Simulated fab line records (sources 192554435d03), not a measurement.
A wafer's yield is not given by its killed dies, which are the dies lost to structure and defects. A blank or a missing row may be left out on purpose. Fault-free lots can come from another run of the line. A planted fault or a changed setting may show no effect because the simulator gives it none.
Which of the tools did it? + flow n5_finfet + 10 lots, 30 wafers sampled, at 5 steps of a route of 1938

WHAT EACH GAUGE READ, for each wafer
N5_BEOL_M4_RC_MEAS_101.
| lot  | measured     | on        | DIBL_N (mV/V)  | DIBL_P (mV/V)  | IOFF_N (nA/um) | IOFF_P (nA/um) | ION_N (uA/um) | ION_P (uA/um) | SS_N (mV/dec)  | SS_P (mV/dec)  | VT_N (mV)   | VT_P (mV)      |
|------|--------------|-----------|----------------|----------------|----------------|----------------|---------------|---------------|----------------|----------------|-------------|----------------|
| L749 | day 8 11:39  | prober-02 | 35.8 35.9 38.0 | 36.9 35.7 39.7 | 0.15 0.15 0.19 | 0.22 0.19 0.27 | 678 664 675   | 470 457 469   | 71.6 71.4 72.2 | 73.6 72.8 74.3 | 248 249 249 | -250 -252 -249 |
| L750 | day 8 13:38  | prober-02 | 36.3 37.3 37.1 | 35.6 37.0 36.1 | 0.16 0.18 0.16 | 0.23 0.25 0.22 | 683 680 680   | 474 465 472   | 71.8 71.7 71.6 | 73.3 73.5 73.8 | 247 247 248 | -250 -246 -250 |
| L751 | day 9 05:44  | prober-01 | 38.3 35.9 36.2 | 35.2 32.5 33.4 | 0.17 0.13 0.13 | 0.21 0.18 0.19 | 679 662 671   | 465 458 460   | 71.6 71.3 71.5 | 73.2 71.8 72.3 | 248 248 251 | -249 -251 -250 |
| L752 | day 9 08:32  | prober-01 | 37.3 36.5 34.3 | 36.4 34.5 33.2 | 0.17 0.17 0.13 | 0.23 0.20 0.18 | 673 678 668   | 467 459 457   | 71.5 71.8 70.1 | 73.2 72.7 72.1 | 250 247 249 | -247 -249 -250 |
| L753 | day 10 01:50 | prober-02 | 36.2 35.3 37.4 | 36.8 34.3 39.0 | 0.15 0.12 0.18 | 0.20 0.17 0.23 | 654 665 671   | 455 461 458   | 72.1 71.8 71.7 | 73.0 72.3 74.2 | 252 255 248 | -251 -253 -250 |
| L755 | day 10 04:14 | prober-01 | 37.7 35.6 35.2 | 38.2 36.0 35.4 | 0.22 0.17 0.16 | 0.30 0.24 0.24 | 675 685 667   | 464 471 466   | 71.6 71.0 70.4 | 74.1 73.0 73.9 | 245 245 250 | -245 -248 -245 |
| L756 | day 10 08:41 | prober-02 | 37.7 37.3 37.0 | 37.1 38.2 38.0 | 0.17 0.16 0.16 | 0.24 0.26 0.24 | 675 678 682   | 471 471 466   | 71.8 71.5 71.5 | 73.0 74.0 72.8 | 247 248 249 | -246 -245 -246 |
| L761 | day 12 14:43 | prober-01 | 34.1 35.1 34.9 | 34.8 36.3 35.6 | 0.13 0.14 0.13 | 0.16 0.18 0.17 | 669 668 656   | 455 459 444   | 71.1 70.8 70.9 | 72.4 72.5 73.1 | 252 252 254 | -256 -256 -255 |
| L766 | day 14 05:20 | prober-02 | 35.7 35.1 36.1 | 34.4 34.1 35.5 | 0.15 0.15 0.16 | 0.18 0.17 0.19 | 675 665 679   | 458 449 455   | 71.3 71.9 71.9 | 73.4 73.3 73.0 | 250 252 249 | -255 -251 -251 |
| L770 | day 15 03:51 | prober-02 | 38.7 36.5 34.7 | 39.5 37.2 35.7 | 0.20 0.16 0.13 | 0.25 0.22 0.20 | 694 679 661   | 469 470 465   | 72.4 72.2 71.4 | 73.6 73.4 72.2 | 244 250 252 | -246 -247 -252 |

EACH LOT AND THE TOOL THAT RAN IT (in order: tool; ch and the chambers of the sampled wafers; start)
| lot  | N5_BEOL_M1_ANNEAL_87         | N5_BEOL_M1_CO_CAP_55            | N5_BEOL_M2_ILD_DEP_00           | N5_BEOL_M2_HM_DEP_02         |
|------|------------------------------|---------------------------------|---------------------------------|------------------------------|
| L749 | pvd_sputter-02, day 6 18:45  | cvd_co-01 ch 0,1,2, day 6 20:46 | pecvd-04 ch 1,2, day 6 21:00    | pvd_sputter-01, day 6 23:55  |
| L750 | pvd_sputter-01, day 6 20:33  | cvd_co-01 ch 0,2, day 6 22:26   | pecvd-03 ch 1,2, day 6 22:41    | pvd_sputter-01, day 7 00:23  |
| L751 | pvd_sputter-01, day 7 09:28  | cvd_co-02 ch 0,2, day 7 11:21   | pecvd-02 ch 1,2, day 7 11:36    | pvd_sputter-02, day 7 12:25  |
| L752 | pvd_sputter-03, day 7 09:49  | cvd_co-02 ch 0,2, day 7 11:42   | pecvd-02 ch 0,1, day 7 11:56    | pvd_sputter-02, day 7 12:40  |
| L753 | pvd_sputter-01, day 8 09:22  | cvd_co-01 ch 0,1,2, day 8 11:15 | pecvd-02 ch 0,2, day 8 11:30    | pvd_sputter-03, day 8 12:28  |
| L755 | pvd_sputter-02, day 8 11:08  | cvd_co-01 ch 0,2, day 8 13:01   | pecvd-03 ch 0,1, day 8 13:16    | pvd_sputter-01, day 8 13:27  |
| L756 | pvd_sputter-01, day 8 20:40  | cvd_co-02 ch 0,1, day 8 22:37   | pecvd-04 ch 1,2, day 8 22:53    | pvd_sputter-02, day 8 23:44  |
| L761 | pvd_sputter-03, day 10 05:46 | cvd_co-01 ch 1,2, day 10 07:41  | pecvd-03 ch 0,1, day 10 07:59   | pvd_sputter-01, day 10 08:13 |
| L766 | pvd_sputter-01, day 11 15:13 | cvd_co-02 ch 1,2, day 12 03:14  | pecvd-03 ch 0,1,2, day 12 03:29 | pvd_sputter-03, day 12 04:28 |
| L770 | pvd_sputter-01, day 12 10:25 | cvd_co-01 ch 0,1, day 12 12:30  | pecvd-02 ch 0,1, day 12 12:44   | pvd_sputter-03, day 12 13:53 |
- N5_BEOL_M1_ANNEAL_87: time 240 s.
- N5_BEOL_M1_CO_CAP_55: material Co, precursor CCTBA/H2, target thk 2 nm, time 102.1 s.
- N5_BEOL_M2_ILD_DEP_00: deposits SiOC from DEMS/O2, target thk 79 nm, time 15.3 s.
- N5_BEOL_M2_HM_DEP_02: deposits TiN, target thk 20 nm.

WHAT THE TOOLS THEMSELVES READ (means of the sampled wafers that have a number; where no wafer has one, the mark that the record gives instead)
N5_BEOL_M1_ANNEAL_87.
| lot  | tool           | heater_power_w (W) |
|------|----------------|--------------------|
| L749 | pvd_sputter-02 | 951                |
| L750 | pvd_sputter-01 | 834                |
| L751 | pvd_sputter-01 | 813                |
| L752 | pvd_sputter-03 | 759                |
| L753 | pvd_sputter-01 | 796                |
| L755 | pvd_sputter-02 | 909                |
| L756 | pvd_sputter-01 | 817                |
| L761 | pvd_sputter-03 | 791                |
| L766 | pvd_sputter-01 | 846                |
| L770 | pvd_sputter-01 | 826                |

N5_BEOL_M1_CO_CAP_55.
| lot  | tool      | heater_power_outer_w (W) | heater_power_w (W) | run_length_s (s) |
|------|-----------|--------------------------|--------------------|------------------|
| L749 | cvd_co-01 | 117                      | 232                | 124.7            |
| L750 | cvd_co-01 | 110                      | 216                | 124.4            |
| L751 | cvd_co-02 | 125                      | 237                | 125.2            |
| L752 | cvd_co-02 | 125                      | 238                | 125.2            |
| L753 | cvd_co-01 | 119                      | 237                | 124.8            |
| L755 | cvd_co-01 | 110                      | 219                | 173.1            |
| L756 | cvd_co-02 | 115                      | 226                | 124.7            |
| L761 | cvd_co-01 | 119                      | 238                | 172.8            |
| L766 | cvd_co-02 | 124                      | 233                | 125.0            |
| L770 | cvd_co-01 | 124                      | 248                | 125.3            |

N5_BEOL_M2_ILD_DEP_00.
| lot  | tool     | heater_power_outer_w (W) | heater_power_w (W) | showerhead_plenum_p_Torr (Torr) | throttle_valve_pct (%) |
|------|----------|--------------------------|--------------------|---------------------------------|------------------------|
| L749 | pecvd-04 | 248                      | 487                | 5.671                           | 11.4                   |
| L750 | pecvd-03 | 232                      | 460                | 5.703                           | 12.2                   |
| L751 | pecvd-02 | 276                      | 503                | 5.701                           | 12.0                   |
| L752 | pecvd-02 | 289                      | 544                | 5.693                           | 12.8                   |
| L753 | pecvd-02 | 245                      | 491                | 5.693                           | 12.3                   |
| L755 | pecvd-03 | 233                      | 483                | 5.707                           | 12.1                   |
| L756 | pecvd-04 | 273                      | 526                | 5.686                           | 11.4                   |
| L761 | pecvd-03 | 199                      | 434                | 5.714                           | 12.0                   |
| L766 | pecvd-03 | 248                      | 487                | 5.710                           | 11.9                   |
| L770 | pecvd-02 | 268                      | 511                | 5.699                           | 12.4                   |

N5_BEOL_M2_HM_DEP_02.
| lot  | tool           | throttle_valve_pct (%) |
|------|----------------|------------------------|
| L749 | pvd_sputter-01 | 31.1                   |
| L750 | pvd_sputter-01 | 31.3                   |
| L751 | pvd_sputter-02 | 29.2                   |
| L752 | pvd_sputter-02 | 29.2                   |
| L753 | pvd_sputter-03 | 30.2                   |
| L755 | pvd_sputter-01 | 31.4                   |
| L756 | pvd_sputter-02 | 29.4                   |
| L761 | pvd_sputter-01 | 31.4                   |
| L766 | pvd_sputter-03 | 30.2                   |
| L770 | pvd_sputter-03 | 30.5                   |

THE ANSWER, worked out from the rows above alone
Rule: usual is defined by the lots themselves. Put in order of their means at a reading, lots are off if they are a third of the lots or fewer, leave a main group of 4 or more, and stand apart from it by a gap of 3 or more times the standard deviation of the main group's means; of several such gaps the widest counts. If all means in a main group match to the digits the tables above print for the reading, that group is not used. Also off: a lot with no number at a reading for which 4 or more lots have one. Where the step has rows for the other lots, those lots are counted as sound. After the gauges, taken in route order, come the tools' own readings; for these a lot's mean is taken, as printed above. The first step at which some lot is off is used, and at that step the reading that is off furthest; a lot without a number counts as furthest.
Off, at N5_BEOL_M1_CO_CAP_55 on run_length_s: L755, L761. For the main group the mean is 124.9 s and the standard deviation 0.29.
If a tool, at that step or one of the process steps before it, ran each lot that is off and ran no sound lot following the first of them, it fits. Not one of the candidates tried fits.

WHAT HAD BEEN PUT IN BY THE SIMULATOR
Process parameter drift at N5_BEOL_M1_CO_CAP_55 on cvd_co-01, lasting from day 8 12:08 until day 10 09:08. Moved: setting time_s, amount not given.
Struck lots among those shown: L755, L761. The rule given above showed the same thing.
